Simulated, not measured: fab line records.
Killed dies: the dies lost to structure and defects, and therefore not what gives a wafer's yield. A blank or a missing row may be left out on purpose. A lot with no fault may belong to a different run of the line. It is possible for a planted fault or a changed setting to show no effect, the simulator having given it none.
The tool behind it: which one? | flow nand-harc | 14 lots, 40 wafers sampled, at 5 steps of a route of 1302

WHAT THE GAUGES SHOWED, per wafer
NHARC_END_SORT_01. Usual: killed-at-array 56, standard deviation 21; killed-at-other 1.2, standard deviation 1.6; killed-at-periphery 3.7, standard deviation 2.5; killed-dies 61, standard deviation 21; killed-open 3.1, standard deviation 1.8; killed-short 2.8, standard deviation 1.7.
lot  | measured     | on        | killed-at-array | killed-at-other | killed-at-periphery | killed-dies | killed-open | killed-short | flag
L156 | day 24 08:28 | prober-02 | 79 77 88        | 5 1 8           | 2 1 2               | 86 79 98    | 5 3 1       | 1 0 2        |
L157 | day 24 09:13 | prober-01 | 82 81 69        | 2 0 0           | 1 0 3               | 85 81 72    | 2 0 5       | 2 5 5        |
L158 | day 26 09:13 | prober-02 | 23 23 30        | 0 0 1           | 4 4 7               | 27 27 38    | 8 3 7       | 3 4 2        |
L159 | day 26 00:51 | prober-01 | 82 57 66        | 1 2 4           | 1 2 1               | 84 61 71    | 5 2 1       | 1 3 2        |
L161 | day 26 02:19 | prober-02 | 74 67 76        | 0 1 3           | 3 0 5               | 77 68 84    | 4 1 5       | 2 1 3        |
L162 | day 27 10:53 | prober-02 | 69 81 65        | 1 6 4           | 6 4 2               | 76 91 71    | 1 5 5       | 3 2 2        |
L164 | day 28 06:59 | prober-01 | 675 675         | 0 1             | 2 1                 | 677 677     | 2 1         | 2 3          | OFF
L166 | day 29 01:17 | prober-02 | 47 672          | 3 0             | 8 5                 | 58 677      | 5 2         | 4 3          | OFF
L167 | day 29 19:15 | prober-01 | 50 674 674      | 0 0 0           | 2 3 3               | 52 677 677  | 2 2 2       | 1 1 1        | OFF
L171 | day 30 15:24 | prober-02 | 34 36 22        | 1 0 0           | 10 9 11             | 45 45 33    | 5 5 1       | 3 3 2        |
L174 | day 31 18:45 | prober-02 | 53 51 50        | 0 1 0           | 0 4 3               | 53 56 53    | 0 4 4       | 1 6 4        |
L175 | day 33 04:25 | prober-01 | 77 81 70        | 0 1 5           | 3 5 0               | 80 87 75    | 3 6 0       | 2 3 3        |
L176 | day 33 05:14 | prober-02 | 64 58 46        | 0 2 2           | 3 0 2               | 67 60 50    | 6 4 1       | 3 5 0        |
L177 | day 33 12:59 | prober-02 | 34 41 42        | 0 3 1           | 5 4 3               | 39 48 46    | 2 5 1       | 0 1 1        |

TOOL THAT RAN EACH LOT (tool first, then ch and the chambers of the sampled wafers, then the start)
lot  | NHARC_A_CHANNEL_HOLE_D1_DEP_01  | NHARC_THIN_TSV_ETCHBACK_48         | NHARC_THIN_TSV_DEGAS_49      | NHARC_THIN_TSV_STRIP_56
L156 | pecvd-02 ch 0,2, day 9 03:52    | rie-diel-04 ch 0,1,2, day 23 17:44 | pvd-sputter-02, day 23 18:15 | plasma-asher-02 ch 0,1, day 23 22:03
L157 | pecvd-02 ch 1,2, day 9 05:58    | rie-diel-11 ch 0,2,3, day 23 18:59 | pvd-sputter-01, day 23 19:29 | plasma-asher-01 ch 1, day 23 23:16
L158 | pecvd-01 ch 0,1, day 9 13:26    | rie-diel-11 ch 0,1,3, day 25 13:09 | pvd-sputter-02, day 25 13:39 | plasma-asher-01 ch 1, day 25 17:27
L159 | pecvd-03 ch 0,1,2, day 10 00:25 | rie-diel-04 ch 0,2, day 25 11:56   | pvd-sputter-02, day 25 12:30 | plasma-asher-02 ch 1, day 25 16:19
L161 | pecvd-03 ch 1,2, day 10 18:41   | rie-diel-03 ch 0,1, day 25 14:28   | pvd-sputter-03, day 25 14:59 | plasma-asher-02 ch 0,1, day 25 18:54
L162 | pecvd-01 ch 1,2, day 11 16:53   | rie-diel-03 ch 0,1,3, day 26 21:26 | pvd-sputter-03, day 26 21:55 | plasma-asher-01 ch 0,1, day 27 01:40
L164 | pecvd-03 ch 0,1, day 12 02:19   | -                                  | -                            | -
L166 | pecvd-03 ch 0, day 13 01:07     | rie-diel-03 ch 0, day 28 09:52     | pvd-sputter-03, day 28 10:38 | plasma-asher-01 ch 0, day 28 14:31
L167 | pecvd-03 ch 0,2, day 13 08:11   | rie-diel-04 ch 3, day 29 05:48     | pvd-sputter-02, day 29 06:13 | plasma-asher-01 ch 1, day 29 10:02
L171 | pecvd-02 ch 0,1,2, day 15 04:32 | rie-diel-04 ch 0,1,3, day 30 02:25 | pvd-sputter-01, day 30 02:56 | plasma-asher-02 ch 0,1, day 30 06:55
L174 | pecvd-02 ch 0,2, day 16 09:01   | rie-diel-03 ch 0,1,2, day 31 07:05 | pvd-sputter-03, day 31 07:37 | plasma-asher-02 ch 0,1, day 31 11:23
L175 | pecvd-01 ch 0,2, day 16 20:25   | rie-diel-03 ch 1,2,3, day 32 13:58 | pvd-sputter-02, day 32 14:27 | plasma-asher-02 ch 0,1, day 32 18:05
L176 | pecvd-01 ch 0,1,2, day 16 20:47 | rie-diel-11 ch 1,3, day 32 15:16   | pvd-sputter-03, day 32 15:46 | plasma-asher-01 ch 1, day 32 19:49
L177 | pecvd-01 ch 0,1,2, day 17 05:58 | rie-diel-04 ch 0,1,2, day 32 16:26 | pvd-sputter-03, day 32 16:59 | plasma-asher-02 ch 0,1, day 32 20:47
- NHARC_A_CHANNEL_HOLE_D1_DEP_01: deposits SiON, target thk 140 nm.
- NHARC_THIN_TSV_ETCHBACK_48: etches the open film in C4F8/Ar, target depth 1028.5 nm, time 405.17 s.
- NHARC_THIN_TSV_DEGAS_49: time 120 s.
- NHARC_THIN_TSV_STRIP_56: strips in O2.

AS READ BY THE TOOLS THEMSELVES (means over the sampled wafers that have a number; for cases with no such wafer, the mark the record gives instead)
NHARC_A_CHANNEL_HOLE_D1_DEP_01. Usual: heater-power-outer-w 419 W, standard deviation 69; heater-power-w 708 W, standard deviation 100.
lot  | tool     | heater-power-outer-w (W) | heater-power-w (W) | flag
L156 | pecvd-02 | 318                      | 555                |
L157 | pecvd-02 | 364                      | 626                |
L158 | pecvd-01 | 415                      | 692                |
L159 | pecvd-03 | 478                      | 784                |
L161 | pecvd-03 | 502                      | 823                |
L162 | pecvd-01 | 429                      | 718                |
L164 | pecvd-03 | 510                      | 818                |
L166 | pecvd-03 | 478                      | 746                |
L167 | pecvd-03 | 444                      | 710                |
L171 | pecvd-02 | 360                      | 636                |
L174 | pecvd-02 | 341                      | 594                |
L175 | pecvd-01 | 428                      | 747                |
L176 | pecvd-01 | 392                      | 668                |
L177 | pecvd-01 | 385                      | 651                |

NHARC_THIN_TSV_ETCHBACK_48. Usual: chamber-pressure-mTorr 25.000 mTorr, standard deviation 0.023; oes-product-au 0.938 a.u., standard deviation 0.023; rf-vpp-V 546 V, standard deviation 3.3.
lot  | tool        | chamber-pressure-mTorr (mTorr) | oes-product-au (a.u.) | rf-vpp-V (V) | flag
L156 | rie-diel-04 | 24.991                         | 0.980                 | 546          |
L157 | rie-diel-11 | 24.980                         | 0.933                 | 545          |
L158 | rie-diel-11 | 25.026                         | 0.931                 | 547          |
L159 | rie-diel-04 | 25.018                         | 0.924                 | 546          |
L161 | rie-diel-03 | 24.994                         | 0.914                 | 542          |
L162 | rie-diel-03 | 24.996                         | 0.920                 | 545          |
L166 | rie-diel-03 | 25.014                         | 0.990                 | 545          |
L167 | rie-diel-04 | 24.993                         | 0.957                 | 549          |
L171 | rie-diel-04 | 24.982                         | 0.917                 | 547          |
L174 | rie-diel-03 | 25.014                         | 0.926                 | 542          |
L175 | rie-diel-03 | 24.988                         | 0.926                 | 546          |
L176 | rie-diel-11 | 24.977                         | 0.929                 | 549          |
L177 | rie-diel-04 | 24.997                         | 0.921                 | 546          |

NHARC_THIN_TSV_DEGAS_49. Usual: 448 W for heater-power-w, sd 44.
lot  | tool           | heater-power-w (W) | flag
L156 | pvd-sputter-02 | 468                |
L157 | pvd-sputter-01 | 426                |
L158 | pvd-sputter-02 | 408                |
L159 | pvd-sputter-02 | 439                |
L161 | pvd-sputter-03 | 442                |
L162 | pvd-sputter-03 | 443                |
L166 | pvd-sputter-03 | 434                |
L167 | pvd-sputter-02 | 481                |
L171 | pvd-sputter-01 | 489                |
L174 | pvd-sputter-03 | 444                |
L175 | pvd-sputter-02 | 464                |
L176 | pvd-sputter-03 | 429                |
L177 | pvd-sputter-03 | 437                |

NHARC_THIN_TSV_STRIP_56. Usual: drypump-motor-current-A 6.05 A, standard deviation 0.22; heater-power-w 351 W, standard deviation 28.
lot  | tool            | drypump-motor-current-A (A) | heater-power-w (W) | flag
L156 | plasma-asher-02 | 6.18                        | 344                |
L157 | plasma-asher-01 | 5.89                        | 387                |
L158 | plasma-asher-01 | 5.86                        | 388                |
L159 | plasma-asher-02 | 6.40                        | 307                |
L161 | plasma-asher-02 | 6.17                        | 342                |
L162 | plasma-asher-01 | 5.84                        | 364                |
L166 | plasma-asher-01 | 5.84                        | 361                |
L167 | plasma-asher-01 | 5.87                        | 384                |
L171 | plasma-asher-02 | 6.17                        | 332                |
L174 | plasma-asher-02 | 6.30                        | 322                |
L175 | plasma-asher-02 | 6.19                        | 335                |
L176 | plasma-asher-01 | 5.86                        | 354                |
L177 | plasma-asher-02 | 6.16                        | 335                |

THE ANSWER, worked out from the rows above alone
Rule: a lot is off if the mean of its wafers that have a number lies more than 3 standard deviations from the usual mean. A lot without any number at a reading at which 4 lots or more have one is off too. Where the step has rows for the other lots, those lots are counted as sound. Order of review: gauges by route order, followed by the tools' own readings, for which a lot's mean as printed above is used. The first step at which some lot is off is used, and at that step the reading that is off furthest; a lot without a number counts as furthest.
Off at NHARC_END_SORT_01 (killed-at-array): L164, L166, L167.
If a tool, at a process step before that reading, ran all the lots that are off and no sound lot after the first of them, it fits. The gauges at NHARC_END_SORT_01 are tried like those tools. One fits: pecvd-03 at NHARC_A_CHANNEL_HOLE_D1_DEP_01. Its last sound lot is L161 (day 10 18:41), its first lot that is off L164 (day 12 02:19): a fault that began between those two fits.

WHAT WAS PUT IN BY THE SIMULATOR
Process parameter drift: pecvd-03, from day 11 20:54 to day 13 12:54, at NHARC_A_CHANNEL_HOLE_D1_DEP_01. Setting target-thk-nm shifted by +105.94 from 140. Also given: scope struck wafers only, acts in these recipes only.
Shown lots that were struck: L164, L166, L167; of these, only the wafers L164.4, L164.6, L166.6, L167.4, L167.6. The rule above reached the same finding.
